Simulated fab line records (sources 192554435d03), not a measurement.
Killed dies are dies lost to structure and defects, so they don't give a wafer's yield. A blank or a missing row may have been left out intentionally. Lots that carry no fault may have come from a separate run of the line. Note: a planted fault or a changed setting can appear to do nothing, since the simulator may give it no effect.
fab line records | flow n5-finfet
[record] lots = 7 | wafers = 39
route steps=1938 shown BEOL_M0_SAQP@672 BEOL_M3@993 BEOL_M4@1021 BEOL_M9@1417 BEOL_M10@1533
start-h: hours from the record's opening day to when the first of the lot's shown wafers began | wait-h: how many hours have passed since the lot's step before this one | " as in the row above | L1.1+2: a row that stands for several wafers | - no value present, or no start provided | * or withheld: withheld | < > ~ a bound
route shown NAME@n: a module of which the file shows steps, and the number in the route of the first | usual: mean and standard deviation over wafers with no fault | same: alike in all rows | chamber/n: place in a boat | sites: readings site by site | _std_site: the values' standard deviation | _edge_site: outer sites' mean less inner sites' | radius-mm: how far each site lies from the wafer's centre | mask NAME#n: copy n | behind: tool/chamber where the wafer was last shaped | hold: the reason the lot was held/the length of the hold in hours/how it ended | device: which transistor (n, p or np) failed to switch | end of line: tests run on the same wafers once the route is complete | a step given without rows: its recipe and nothing more | killed: at the first sort, the dies lost to defects and structure; wafer yield is something else | map: a wafer's dies, marking killed ones x, the rest . and places with no die _
set.NAME: the setting that was run; set.NAME@STEP: the one run at that earlier step | model.NAME: the simulator's own value behind a step, which no gauge read
lots run with intentionally changed settings; tables by step, rows by wafer
[[steps]]
[step N5_BEOL_M0_SAQP_ETCH_106]
[recipe] chemistry = N2/H2 | target = SOC | target-depth-a = 1500 | stop-on = SiNx | ion-energy-ev = 100 | bias-w = 61 | pressure-mtorr = 30 | source-w = 850 | n2-flow-sccm = 200 | h2-flow-sccm = 200
lot.wafer  | tool        | chamber | start-h | wait-h | set.target-depth-a | model.SOC_of_BEOL_M0_SAQP_COAT_105.thk-nm
L077.1     | rie-diel-06 | 3       | 133.20  | -      | 1500               | 25.2
L077.2     | "           | 1       | "       | "      | 1500               | 25.8
L077.3     | "           | 2       | "       | "      | 1500               | 22.6
L077.4     | "           | 3       | "       | "      | 1500               | 25.4
L077.5     | "           | 1       | "       | "      | 1500               | 26
L077.6     | "           | 2       | "       | "      | 1500               | 23.2
L080.3+4   | rie-diel-05 | 2,1     | 152.36  | -      | 1500               | 23.2
L080.5     | "           | 2       | "       | "      | 1500               | 23.4
L082.1+5   | rie-diel-05 | 0,3     | 164.49  | -      | 1500               | 25
L082.2     | "           | 2       | "       | "      | 1078               | 44
L082.3     | "           | 1       | "       | "      | 1078               | 44.8
L082.4     | "           | 3       | "       | "      | 1500               | 26.2
L082.6     | "           | 0       | "       | "      | 1078               | 45.6
L083.1+4   | rie-diel-05 | 0,3     | 165.00  | -      | 1500               | 25.2
L083.2     | "           | 1       | "       | "      | 1500               | 23.8
L083.3+5+6 | "           | 2,0,1   | "       | "      | 2224               | 0
L084.1     | rie-diel-03 | 1       | 171.10  | -      | 1500               | 23.8
L084.2     | "           | 0       | "       | "      | 1500               | 22.4
L084.3     | "           | 3       | "       | "      | 901.9              | 54
L084.4     | "           | 2       | "       | "      | 901.9              | 55.6
L084.5     | "           | 1       | "       | "      | 1500               | 23.2
L084.6     | "           | 0       | "       | "      | 901.9              | 53.6
L085.1     | rie-diel-05 | 2       | 174.57  | -      | 1500               | 23.2
L085.2+5+6 | "           | 1,2,3   | "       | "      | 2394               | 0
L085.3     | "           | 3       | "       | "      | 1500               | 26.2
L085.4     | "           | 0       | "       | "      | 1500               | 25.8
L097.1+3+5 | rie-diel-06 | 3,0,1   | 252.19  | -      | 2255               | 0
L097.2+6   | "           | 2       | "       | "      | 1500               | 22.6
L097.4     | "           | 1       | "       | "      | 1500               | 23.6
[step N5_BEOL_M0_SAQP_ETCH_107]
[recipe] chemistry = CH3F/O2 | target = SiNx | target-depth-a = 300 | mask-material = SOC | pressure-mtorr = 30 | source-w = 395 | bias-w = 73 | Ar_flow_sccm = 150 | CH3F_flow_sccm = 30 | O2_flow_sccm = 20 | ion-energy-ev = 120
lot.wafer  | tool        | chamber | start-h | wait-h | set.target-depth-a@BEOL_M0_SAQP_ETCH_106 | model.SOC_of_BEOL_M0_SAQP_COAT_105.thk-nm
L077.1+4   | rie-diel-06 | 3       | 133.26  | 0.0    | 1500                                     | 14.4
L077.2     | "           | 1       | "       | "      | 1500                                     | 15
L077.3     | "           | 2       | "       | "      | 1500                                     | 11.6
L077.5     | "           | 1       | "       | "      | 1500                                     | 15.4
L077.6     | "           | 2       | "       | "      | 1500                                     | 12.2
L080.3+4   | rie-diel-05 | 2,1     | 152.42  | 0.0    | 1500                                     | 12.2
L080.5     | "           | 2       | "       | "      | 1500                                     | 12.4
L082.1+5   | rie-diel-05 | 0,3     | 164.55  | 0.0    | 1500                                     | 14.2
L082.2     | "           | 2       | "       | "      | 1078                                     | 33.2
L082.3     | "           | 1       | "       | "      | 1078                                     | 34
L082.4     | "           | 3       | "       | "      | 1500                                     | 15.4
L082.6     | "           | 0       | "       | "      | 1078                                     | 34.8
L083.1+4   | rie-diel-05 | 0,3     | 165.06  | 0.0    | 1500                                     | 14.4
L083.2     | "           | 1       | "       | "      | 1500                                     | 13
L083.3+5+6 | "           | 2,0,1   | "       | "      | 2224                                     | 0
L084.1     | rie-diel-03 | 1       | 171.16  | 0.0    | 1500                                     | 12.8
L084.2     | "           | 0       | "       | "      | 1500                                     | 11.2
L084.3     | "           | 3       | "       | "      | 901.9                                    | 43
L084.4     | "           | 2       | "       | "      | 901.9                                    | 44.8
L084.5     | "           | 1       | "       | "      | 1500                                     | 12.2
L084.6     | "           | 0       | "       | "      | 901.9                                    | 42.4
L085.1     | rie-diel-05 | 2       | 174.63  | 0.0    | 1500                                     | 12.2
L085.2+5+6 | "           | 1,2,3   | "       | "      | 2394                                     | 0
L085.3     | "           | 3       | "       | "      | 1500                                     | 15.4
L085.4     | "           | 0       | "       | "      | 1500                                     | 15.2
L097.1+3+5 | rie-diel-06 | 3,0,1   | 252.25  | 0.0    | 2255                                     | 0
L097.2+6   | "           | 2       | "       | "      | 1500                                     | 11.6
L097.4     | "           | 1       | "       | "      | 1500                                     | 12.4
[step N5_BEOL_M3_CVD_47]
[recipe] material = Co | target-thk-a = 30 | temp-c = withheld | precursor = CCTBA/H2 | pressure-torr = 30 | time-s = 223.8
lot.wafer  | tool      | chamber | start-h | wait-h | set.target-thk-a | model.Co_of_BEOL_M3_CVD_47.thk-nm
L077.1+4+6 | cvd-co-01 | 1,2,1   | 168.76  | 0.0    | 24.41            | 2.4
L077.2+3+5 | "         | 2,0,0   | "       | "      | 30               | 3
L080.3+4+5 | cvd-co-02 | 1,2,1   | 194.95  | 0.0    | 30               | 3
L083.1+2+3 | cvd-co-01 | 1,0,2   | 205.01  | 0.1    | 30               | 3.2
L083.4+5+6 | "         | 2,1,0   | "       | "      | 30               | 3
L082.1+2+5 | cvd-co-02 | 2,0,2   | 213.23  | 0.3    | 46.23            | 4.6
L082.3     | "         | 1       | "       | "      | 30               | 2.8
L082.4+6   | "         | 0,1     | "       | "      | 30               | 3
L084.1+2+6 | cvd-co-01 | 2,1,0   | 224.77  | 0.2    | 44.78            | 4.4
L084.3+5   | "         | 0,1     | "       | "      | 30               | 3
L084.4     | "         | 2       | "       | "      | 30               | 2.8
L085.1+2   | cvd-co-02 | 2,1     | 226.92  | 0.1    | 39.85            | 3.8
L085.3     | "         | 0       | "       | "      | 39.85            | 4
L085.4+5+6 | "         | 1,2,0   | "       | "      | 30               | 3
L097.1+4   | cvd-co-01 | 1,2     | 304.27  | 0.2    | 30               | 3
L097.2+5   | "         | 0       | "       | "      | 13.86            | 1.2
L097.3     | "         | 2       | "       | "      | 30               | 2.8
L097.6     | "         | 1       | "       | "      | 13.86            | 1.4
[step N5_BEOL_M4_ILD_DEP_00]
[recipe] material = SiOC | target-thk-a = 790 | temp-c = 350 | precursor = DEMS/O2 | pressure-torr = 5 | rf-w = 500 | time-s = 15.3
lot.wafer | tool     | chamber | start-h | wait-h | set.time-s | model.SiOC_of_BEOL_M4_ILD_DEP_00.thk-nm
L077.1    | pecvd-02 | 1       | 171.82  | 0.0    | 22.04      | 113.2
L077.2    | "        | 0       | "       | "      | 15.3       | 77
L077.3    | "        | 2       | "       | "      | 15.3       | 78
L077.4    | "        | 2       | "       | "      | 22.04      | 112.8
L077.5    | "        | 0       | "       | "      | 22.04      | 113
L077.6    | "        | 1       | "       | "      | 15.3       | 79.6
L080.3    | pecvd-01 | 2       | 198.00  | 0.0    | 15.3       | 78.2
L080.4    | "        | 1       | "       | "      | 15.3       | 79.6
L080.5    | "        | 2       | "       | "      | 15.3       | 80
L083.1    | pecvd-02 | 0       | 210.04  | 0.0    | 6.511      | 33.2
L083.2    | "        | 1       | "       | "      | 6.511      | 34.2
L083.3    | "        | 1       | "       | "      | 6.511      | 34
L083.4    | "        | 0       | "       | "      | 15.3       | 80.2
L083.5    | "        | 1       | "       | "      | 15.3       | 79.8
L083.6    | "        | 0       | "       | "      | 15.3       | 79.4
L082.1    | pecvd-04 | 0       | 216.94  | 0.0    | 15.3       | 77.8
L082.2    | "        | 1       | "       | "      | 12.4       | 62
L082.3    | "        | 2       | "       | "      | 15.3       | 76.6
L082.4    | "        | 0       | "       | "      | 15.3       | 78.4
L082.5    | "        | 1       | "       | "      | 12.4       | 63
L082.6    | "        | 2       | "       | "      | 12.4       | 62.6
L084.1    | pecvd-02 | 0       | 227.82  | 0.0    | 15.3       | 78
L084.2    | "        | 1       | "       | "      | 15.3       | 78.2
L084.3+4  | "        | 1,0     | "       | "      | 15.3       | 79.8
L084.5    | "        | 0       | "       | "      | 15.3       | 80.6
L084.6    | "        | 1       | "       | "      | 15.3       | 80.2
L085.1    | pecvd-02 | 1       | 230.20  | 0.0    | 15.3       | 78.8
L085.2    | "        | 0       | "       | "      | 10.8       | 56.6
L085.3    | "        | 1       | "       | "      | 15.3       | 80.6
L085.4    | "        | 0       | "       | "      | 10.8       | 57.2
L085.5    | "        | 0       | "       | "      | 10.8       | 57
L085.6    | "        | 1       | "       | "      | 15.3       | 80.8
L097.1    | pecvd-04 | 1       | 307.35  | 0.0    | 15.3       | 79.2
L097.2    | "        | 0       | "       | "      | 15.3       | 78.6
L097.3    | "        | 2       | "       | "      | 15.3       | 80
L097.4    | "        | 1       | "       | "      | 15.3       | 81.4
L097.5    | "        | 2       | "       | "      | 15.3       | 81.2
L097.6    | "        | 0       | "       | "      | 15.3       | 80.6
[step N5_BEOL_M4_THK_MEAS_01]
[recipe] reads = SiOC_of_BEOL_M4_ILD_DEP_00
[usual] M4_ILD_THK = 79.0/1
lot.wafer | tool          | chamber | start-h | wait-h | set.time-s@BEOL_M4_ILD_DEP_00 | M4_ILD_THK[nm]
L077.1    | film-metro-02 | -       | 171.89  | 0.0    | 22.04                         | 113.2
L077.2    | "             | -       | "       | "      | 15.3                          | 77.0
L077.3    | "             | -       | "       | "      | 15.3                          | 78.0
L077.4    | "             | -       | "       | "      | 22.04                         | 112.8
L077.5    | "             | -       | "       | "      | 22.04                         | 113.0
L077.6    | "             | -       | "       | "      | 15.3                          | 79.5
L080.3    | film-metro-01 | -       | 198.06  | 0.1    | 15.3                          | 78.1
L080.4    | "             | -       | "       | "      | 15.3                          | 79.6
L080.5    | "             | -       | "       | "      | 15.3                          | 80.0
L083.1    | film-metro-01 | -       | 210.13  | 0.1    | 6.511                         | 33.3
L083.2    | "             | -       | "       | "      | 6.511                         | 34.2
L083.3    | "             | -       | "       | "      | 6.511                         | 34.0
L083.4    | "             | -       | "       | "      | 15.3                          | 80.1
L083.5    | "             | -       | "       | "      | 15.3                          | 79.7
L083.6    | "             | -       | "       | "      | 15.3                          | 79.5
L082.1    | film-metro-01 | -       | 217.01  | 0.0    | 15.3                          | 77.8
L082.2    | "             | -       | "       | "      | 12.4                          | 62.0
L082.3    | "             | -       | "       | "      | 15.3                          | 76.7
L082.4    | "             | -       | "       | "      | 15.3                          | 78.3
L082.5    | "             | -       | "       | "      | 12.4                          | 63.0
L082.6    | "             | -       | "       | "      | 12.4                          | 62.6
L084.1    | film-metro-02 | -       | 227.91  | 0.1    | 15.3                          | 78.1
L084.2    | "             | -       | "       | "      | 15.3                          | 78.3
L084.3    | "             | -       | "       | "      | 15.3                          | 79.8
L084.4    | "             | -       | "       | "      | 15.3                          | 79.7
L084.5    | "             | -       | "       | "      | 15.3                          | 80.5
L084.6    | "             | -       | "       | "      | 15.3                          | 80.2
L085.1    | film-metro-02 | -       | 230.28  | 0.1    | 15.3                          | 78.7
L085.2    | "             | -       | "       | "      | 10.8                          | 56.6
L085.3    | "             | -       | "       | "      | 15.3                          | 80.5
L085.4    | "             | -       | "       | "      | 10.8                          | 57.1
L085.5    | "             | -       | "       | "      | 10.8                          | 57.0
L085.6    | "             | -       | "       | "      | 15.3                          | 80.7
L097.1    | film-metro-01 | -       | 307.41  | 0.0    | 15.3                          | 79.4
L097.2    | "             | -       | "       | "      | 15.3                          | 78.7
L097.3    | "             | -       | "       | "      | 15.3                          | 80.1
L097.4    | "             | -       | "       | "      | 15.3                          | 81.4
L097.5    | "             | -       | "       | "      | 15.3                          | 81.1
L097.6    | "             | -       | "       | "      | 15.3                          | 80.6
[step N5_BEOL_M9_DESCUM_16]
[recipe] chemistry = O2 | time-s = 7.9 | source-power-w = 50 | bias-power-w = 20 | pressure-mtorr = 20 | rf-frequency-hz = 2.712e+07 | temp-c = 40 | resist = CAR-ArF | o2-flow-sccm = 225
lot.wafer        | tool        | chamber     | start-h | wait-h | set.time-s | model.CAR-ArF_of_BEOL_M9_COAT_05.thk-nm
L077.1+6         | rie-diel-06 | 0,3         | 232.86  | 0.0    | 7.9        | 83.4
L077.2+3+4       | "           | 3,2,1       | "       | "      | 7.9        | 83.6
L077.5           | "           | 0           | "       | "      | 7.9        | 83.8
L080.3           | rie-diel-05 | 1           | 261.37  | 0.0    | 7.9        | 84
L080.4           | "           | 0           | "       | "      | 7.9        | 83.6
L080.5           | "           | 3           | "       | "      | 7.9        | 83.8
L083.1           | rie-diel-06 | 1           | 268.10  | 0.0    | 7.9        | 83.2
L083.2           | "           | 2           | "       | "      | 7.9        | 83.8
L083.3+4+5       | "           | 3,0,3       | "       | "      | 7.9        | 83.4
L083.6           | "           | 0           | "       | "      | 7.9        | 83.6
L082.1+2+3+4+5+6 | rie-diel-05 | 3,1,0,2,1,2 | 277.62  | 0.0    | 7.9        | 83.4
L084.1+3         | rie-diel-06 | 3,1         | 286.85  | 0.0    | 12.56      | 81
L084.2           | "           | 0           | "       | "      | 7.9        | 83.8
L084.4+5         | "           | 2           | "       | "      | 7.9        | 84
L084.6           | "           | 1           | "       | "      | 12.56      | 81.2
L085.1+3         | rie-diel-05 | 1,3         | 294.16  | 0.0    | 7.9        | 84
L085.2           | "           | 2           | "       | "      | 4.924      | 85.8
L085.4           | "           | 3           | "       | "      | 7.9        | 83.8
L085.5           | "           | 1           | "       | "      | 4.924      | 86
L085.6           | "           | 2           | "       | "      | 4.924      | 85.6
L097.1           | rie-diel-03 | 3           | 360.13  | 0.2    | 10.93      | 82.2
L097.2           | "           | 0           | "       | "      | 7.9        | 83.6
L097.3           | "           | 2           | "       | "      | 10.93      | 82
L097.4+5         | "           | 1,2         | "       | "      | 7.9        | 84
L097.6           | "           | 1           | "       | "      | 10.93      | 81.8
[step N5_BEOL_M9_ETCH_61]
[recipe] chemistry = CF4 | target = SiARC | target-depth-a = 390 | mask-material = CAR-ArF | time-s = 65 | ion-energy-ev = 80 | pressure-mtorr = 40 | source-w = 545 | bias-w = 36 | Ar_flow_sccm = 100 | cf4-flow-sccm = 100 | ends = cleared
lot.wafer    | tool        | chamber | start-h | wait-h | set.time-s@BEOL_M9_DESCUM_16 | model.CAR-ArF_of_BEOL_M9_COAT_05.thk-nm
L077.1+6     | rie-diel-06 | 0,3     | 232.90  | 0.0    | 7.9                          | 55.4
L077.2+3+4   | "           | 3,2,1   | "       | "      | 7.9                          | 55.6
L077.5       | "           | 0       | "       | "      | 7.9                          | 55.8
L080.3       | rie-diel-05 | 1       | 261.40  | 0.0    | 7.9                          | 56
L080.4+5     | "           | 0,3     | "       | "      | 7.9                          | 55.8
L083.1       | rie-diel-06 | 1       | 268.14  | 0.0    | 7.9                          | 55.2
L083.2       | "           | 2       | "       | "      | 7.9                          | 55.8
L083.3+4+5+6 | "           | 3,0,3,0 | "       | "      | 7.9                          | 55.4
L082.1+5+6   | rie-diel-05 | 3,1,2   | 277.65  | 0.0    | 7.9                          | 55.4
L082.2+3+4   | "           | 1,0,2   | "       | "      | 7.9                          | 55.6
L084.1+6     | rie-diel-06 | 3,1     | 286.88  | 0.0    | 12.56                        | 53.2
L084.2       | "           | 0       | "       | "      | 7.9                          | 55.8
L084.3       | "           | 1       | "       | "      | 12.56                        | 53
L084.4+5     | "           | 2       | "       | "      | 7.9                          | 56
L085.1+3     | rie-diel-05 | 1,3     | 294.19  | 0.0    | 7.9                          | 55.8
L085.2+5     | "           | 2,1     | "       | "      | 4.924                        | 57.8
L085.4       | "           | 3       | "       | "      | 7.9                          | 55.6
L085.6       | "           | 2       | "       | "      | 4.924                        | 57.6
L097.1+3     | rie-diel-03 | 3,2     | 360.16  | 0.0    | 10.93                        | 54.2
L097.2       | "           | 0       | "       | "      | 7.9                          | 55.6
L097.4       | "           | 1       | "       | "      | 7.9                          | 55.8
L097.5       | "           | 2       | "       | "      | 7.9                          | 56
L097.6       | "           | 1       | "       | "      | 10.93                        | 54
[step N5_BEOL_M10_DEP_56]
[recipe] material = SiCN | target-thk-a = 150 | temp-c = withheld | precursor = 3MS/NH3 | pressure-torr = 3 | rf-w = 202 | time-s = 26.5
lot.wafer    | tool     | chamber | start-h | wait-h | set.target-thk-a | model.SiCN_of_BEOL_M10_DEP_56.thk-nm
L077.1+6     | pecvd-04 | 1,0     | 250.83  | 0.0    | 150              | 15
L077.2+3+4   | "        | 0,2,2   | "       | "      | 101.9            | 10
L077.5       | "        | 1       | "       | "      | 150              | 15.2
L080.3+5     | pecvd-03 | 2,0     | 274.11  | 0.0    | 150              | 15
L080.4       | "        | 2       | "       | "      | 150              | 15.2
L083.1+2     | pecvd-04 | 0,1     | 283.79  | 0.0    | 237.3            | 23.6
L083.3+4+6   | "        | 2,1,2   | "       | "      | 150              | 15
L083.5       | "        | 0       | "       | "      | 237.3            | 23.8
L082.1+2+3+5 | pecvd-04 | 1,0,2,0 | 290.65  | 0.0    | 150              | 15
L082.4+6     | "        | 1,2     | "       | "      | 150              | 15.2
L084.1+3+6   | pecvd-04 | 1,0,1   | 299.69  | 0.0    | 150              | 15
L084.2+5     | "        | 2,0     | "       | "      | 150              | 14.8
L084.4       | "        | 2       | "       | "      | 150              | 15.2
L085.1       | pecvd-04 | 0       | 310.63  | 0.0    | 150              | 14.6
L085.2+3     | "        | 2,1     | "       | "      | 98.08            | 9.8
L085.4+5     | "        | 2,0     | "       | "      | 150              | 15
L085.6       | "        | 1       | "       | "      | 98.08            | 9.6
L097.1       | pecvd-03 | 1       | 380.62  | 0.0    | 150              | 14.8
L097.2+3     | "        | 0,2     | "       | "      | 150              | 15
L097.4+5     | "        | 1,2     | "       | "      | 186.8            | 19
L097.6       | "        | 0       | "       | "      | 186.8            | 18.8
[[key]]
[split] step = N5_BEOL_M0_SAQP_ETCH_106 | setting = target-depth-a | stated = 1500 | by = wafer
[response] step = N5_BEOL_M0_SAQP_ETCH_106 | reading = model.SOC_of_BEOL_M0_SAQP_COAT_105.thk-nm | change = -0.522 | per = 1% | r = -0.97
[response] step = N5_BEOL_M0_SAQP_ETCH_107 | reading = model.SOC_of_BEOL_M0_SAQP_COAT_105.thk-nm | shape = bent | at-lowest = 43.4 | at-stated = 13.33 | at-highest = 0
[split] step = N5_BEOL_M3_CVD_47 | setting = target-thk-a | stated = 30 | by = wafer
[response] step = N5_BEOL_M3_CVD_47 | reading = model.Co_of_BEOL_M3_CVD_47.thk-nm | change = +0.0302 | per = 1% | r = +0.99
[split] step = N5_BEOL_M4_ILD_DEP_00 | setting = time-s | stated = 15.3 | by = wafer
[response] step = N5_BEOL_M4_ILD_DEP_00 | reading = model.SiOC_of_BEOL_M4_ILD_DEP_00.thk-nm | change = +0.795 | per = 1% | r = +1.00
[response] step = N5_BEOL_M4_THK_MEAS_01 | reading = M4_ILD_THK | change = +0.795 | per = 1% | r = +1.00
[split] step = N5_BEOL_M9_DESCUM_16 | setting = time-s | stated = 7.9 | by = wafer
[response] step = N5_BEOL_M9_DESCUM_16 | reading = model.CAR-ArF_of_BEOL_M9_COAT_05.thk-nm | change = -0.0488 | per = 1% | r = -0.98
[response] step = N5_BEOL_M9_ETCH_61 | reading = model.CAR-ArF_of_BEOL_M9_COAT_05.thk-nm | change = -0.0478 | per = 1% | r = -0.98
[split] step = N5_BEOL_M10_DEP_56 | setting = target-thk-a | stated = 150 | by = wafer
[response] step = N5_BEOL_M10_DEP_56 | reading = model.SiCN_of_BEOL_M10_DEP_56.thk-nm | change = +0.152 | per = 1% | r = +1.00
